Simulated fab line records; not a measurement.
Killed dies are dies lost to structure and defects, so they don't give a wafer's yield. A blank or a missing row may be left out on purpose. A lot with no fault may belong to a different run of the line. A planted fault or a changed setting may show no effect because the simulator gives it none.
Which tool did it? | flow nandHarc | 7 lots, 21 wafers sampled, at 2 steps of a route of 1159

## WHAT EACH GAUGE READ, for each wafer
NHARC_A_ZERO_WELL_INSPECT_17.
lot  | measured     | on               | rawDefectCount
L118 | day 6 22:31  | defectInspect-01 | 6 9 9
L122 | day 8 00:19  | defectInspect-01 | 6 9 9
L124 | day 8 09:38  | defectInspect-02 | 11 16 7
L131 | day 9 23:26  | defectInspect-01 | 9 6 13
L129 | day 10 10:08 | defectInspect-02 | 18 5 13
L136 | day 11 10:17 | defectInspect-02 | 3 9 22
L140 | day 12 16:52 | defectInspect-02 | 6 5 3

## WHICH TOOL RAN EACH LOT (tool, then ch and the chambers of the sampled wafers, then the start)
lot  | NHARC_A_ZERO_WELL_RTA_16
L118 | rtpAnneal-02 ch 0, day 6 22:25
L122 | rtpAnneal-02 ch 0, day 8 00:07
L124 | rtpAnneal-01 ch 0, day 8 09:28
L131 | rtpAnneal-02 ch 0, day 9 23:19
L129 | rtpAnneal-01 ch 0, day 10 09:56
L136 | rtpAnneal-01 ch 0, day 11 10:09
L140 | rtpAnneal-01 ch 0, day 12 16:40
- NHARC_A_ZERO_WELL_RTA_16: time 10 s.

## THE ANSWER, worked out from the rows above alone
Rule: what is usual is taken from the lots themselves. Put in order of their means at a reading, lots are off if they are a third of the lots or fewer, leave a main group of 4 or more, and stand apart from it by a gap of 3 or more times the standard deviation of the main group's means; of several such gaps the widest counts. If all means in a main group match to the digits the tables above print for the reading, that group is not used. Also off: a lot with no number at a reading for which 4 or more lots have one. The other lots that the step has rows for count as sound.
Nothing can be told from this: no lot is off at any reading shown.

## WHAT THE SIMULATOR HAD INSERTED
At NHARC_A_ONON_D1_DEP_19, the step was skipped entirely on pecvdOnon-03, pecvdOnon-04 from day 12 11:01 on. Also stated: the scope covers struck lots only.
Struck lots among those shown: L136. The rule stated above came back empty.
